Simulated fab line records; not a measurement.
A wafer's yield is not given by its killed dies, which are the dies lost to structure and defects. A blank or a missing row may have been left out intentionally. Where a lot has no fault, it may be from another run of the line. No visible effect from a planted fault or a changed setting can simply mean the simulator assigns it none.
2 desks looking at one fault :: flow nandHarc :: each desk holds nothing but its own numbers, with what lay behind them at the end

== AT THE METROLOGY DESK ==
Means of the sampled wafers that have a number, per lot and without regard to the tool the lot ran on: this is what the gauges read. If a lot's mean is further than 4 standard deviations from the usual mean, the lot is out of limits and carries the mark OUT (the distance appears in the brackets).
Columns: A = thkNm at NHARC_A_ONON_D1_THK_MEAS_14, usual 1003 nm; B = thkNm at NHARC_A_ONON_D1_THK_MEAS_30, usual 1001 nm; C = cdNm at NHARC_A_CHANNEL_HOLE_D1_CD_MEAS_10, usual 100.1 nm; D = cdNm at NHARC_A_CHANNEL_HOLE_D1_CD_MEAS_18, usual 100 nm; E = cdNm at NHARC_A_CHANNEL_HOLE_D1_CD_MEAS_30, usual 90.9 nm
lot: L259
first seen here: day 8 08:47
A: 1001
B: 1015
C: 100.3
D: 97
E: 89.8

lot: L261
first seen here: day 9 07:58
A: 1011
B: 999
C: 100.4
D: 99
E: 92.1

lot: L263
first seen here: day 9 17:02
A: 998
B: 1003
C: 100.2
D: 98
E: 92.5

lot: L269
first seen here: day 12 08:59
A: 1016
B: 993
C: 85.0 (-28) OUT
D: 85 (-4.7) OUT
E: 76.7 (-7.9) OUT

lot: L270
first seen here: day 12 18:28
A: 997
B: 982
C: 87.9 (-23) OUT
D: 87 (-4.2) OUT
E: 79.3 (-6.4) OUT

lot: L272
first seen here: day 13 16:14
A: 987
B: 1002
C: 90.5 (-18) OUT
D: 91
E: 81.1 (-5.4) OUT

lot: L273
first seen here: day 14 00:05
A: 988
B: 1002
C: 90.0 (-19) OUT
D: 91
E: 79.5 (-6.3) OUT

lot: L276
first seen here: day 15 04:20
A: 1006
B: 1004
C: 100.2
D: 101
E: 93.3

lot: L278
first seen here: day 16 02:28
A: 1009
B: 993
C: 100.5
D: 104
E: 92.8

lot: L281
first seen here: day 17 11:11
A: 992
B: 1000
C: 100.3
D: 97
E: 89.7
This desk finds L269, L270, L272, L273 out of limits, L269 being first, at day 13 01:07 (cdNm at NHARC_A_CHANNEL_HOLE_D1_CD_MEAS_10). L259, L261, L263, L276, L278, L281 stayed within limits.

== THE TOOL OWNER'S DESK: arfiScanner-01 ==
The tool's own readings at NHARC_A_CHANNEL_HOLE_D1_EXPOSE_07 (exposes mask HOLE D1, target cd 100 nm): means of the sampled wafers that have a number, for each lot that ran on this tool. If a lot's mean is further than 4 standard deviations from the usual mean, the lot is out of limits and carries the mark OUT (the distance appears in the brackets).
Columns: A = exposureDoseMJCm2 at NHARC_A_CHANNEL_HOLE_D1_EXPOSE_07, usual 59.69; B = reticleTempC at NHARC_A_CHANNEL_HOLE_D1_EXPOSE_07, usual 23.04 C
lot: L259
first seen here: day 8 22:05
A: 59.79
B: 23.06

lot: L261
first seen here: day 9 20:57
A: 59.79
B: 23.12

lot: L269
first seen here: day 13 00:58
A: 43.20 (-99 or more) OUT
B: 23.15

lot: L270
first seen here: day 13 07:37
A: 46.62 (-99 or more) OUT
B: 22.93

lot: L272
first seen here: day 14 07:45
A: 49.17 (-88) OUT
B: 22.90

lot: L273
first seen here: day 14 20:19
A: 49.07 (-89) OUT
B: 23.15
This desk finds L269, L270, L272, L273 out of limits, L269 being first, at day 13 00:58 (exposureDoseMJCm2 at NHARC_A_CHANNEL_HOLE_D1_EXPOSE_07). L259, L261 stayed within limits.

== ALL TOGETHER ==
At day 13 00:58, on L269, L270, L272, L273, the tool owner's desk was in a position to raise an alarm.
At day 13 01:07 the metrology desk could have sounded an alarm, on L269, L270, L272, L273.
NHARC_A_CHANNEL_HOLE_D1_EXPOSE_07 was run on arfiScanner-01 by each of the lots named.

== WHAT THE SIMULATOR PUT IN ==
Process parameters drifting: arfiScanner-01 at NHARC_A_CHANNEL_HOLE_D1_EXPOSE_07, beginning at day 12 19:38. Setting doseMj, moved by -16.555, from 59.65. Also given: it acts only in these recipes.
Struck lots among those shown: L269, L270, L272, L273.
Counting hours from when the fault started, the first reading out of limits came at 5 for the tool owner's desk and at 5 for the metrology desk.
